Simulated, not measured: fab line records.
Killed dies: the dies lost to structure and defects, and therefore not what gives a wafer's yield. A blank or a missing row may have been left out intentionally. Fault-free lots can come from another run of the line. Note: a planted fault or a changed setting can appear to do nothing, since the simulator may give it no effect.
Which tool was responsible? || flow n5_finfet || 12 lots (36 wafers sampled), 1 step of a 1938-step route

== WHAT EACH GAUGE READ, for each wafer ==
N5_WELL_APT_INSPECT_10: inspects for defects (macro).
{"lot": "L075", "measured": "day 1 19:53", "on": "defect_inspect-02", "raw_defect_count": "2 4 4"}
{"lot": "L077", "measured": "day 2 07:57", "on": "defect_inspect-01", "raw_defect_count": "4 1 3"}
{"lot": "L079", "measured": "day 2 19:55", "on": "defect_inspect-02", "raw_defect_count": "1 2 3"}
{"lot": "L081", "measured": "day 3 07:39", "on": "defect_inspect-01", "raw_defect_count": "0 1 3"}
{"lot": "L083", "measured": "day 3 19:37", "on": "defect_inspect-02", "raw_defect_count": "3 0 4"}
{"lot": "L085", "measured": "day 4 07:44", "on": "defect_inspect-02", "raw_defect_count": "2 2 0"}
{"lot": "L087", "measured": "day 4 19:55", "on": "defect_inspect-02", "raw_defect_count": "3 1 3"}
{"lot": "L089", "measured": "day 5 08:10", "on": "defect_inspect-02", "raw_defect_count": "1 3 4"}
{"lot": "L091", "measured": "day 5 19:50", "on": "defect_inspect-02", "raw_defect_count": "4 2 4"}
{"lot": "L093", "measured": "day 6 08:11", "on": "defect_inspect-01", "raw_defect_count": "1 1 1"}
{"lot": "L095", "measured": "day 6 19:52", "on": "defect_inspect-02", "raw_defect_count": "3 3 1"}
{"lot": "L097", "measured": "day 7 07:52", "on": "defect_inspect-02", "raw_defect_count": "3 6 1"}

== WHAT TOOL EACH LOT RAN ON (gives the tool, then ch and the chambers of the sampled wafers, and finally the start) ==
No process step before these readings appears in the record.

== THE ANSWER, worked out from the rows above alone ==
Rule: usual is defined by the lots themselves. The widest of any qualifying gaps counts: lots, ordered by their means at a reading, are off when they make up no more than a third of the lots, leave a main group of 4 or more, and stand apart from it by 3 or more times the standard deviation of that group's means. Not used: any main group whose means are identical at the precision the tables above print for the reading. Also off: a lot with no number at a reading for which 4 or more lots have one. Where the step has rows for the other lots, those lots are counted as sound.
No lot is off on any of the readings shown, so nothing can be concluded from this.

== WHAT THE SIMULATOR HAD PUT IN ==
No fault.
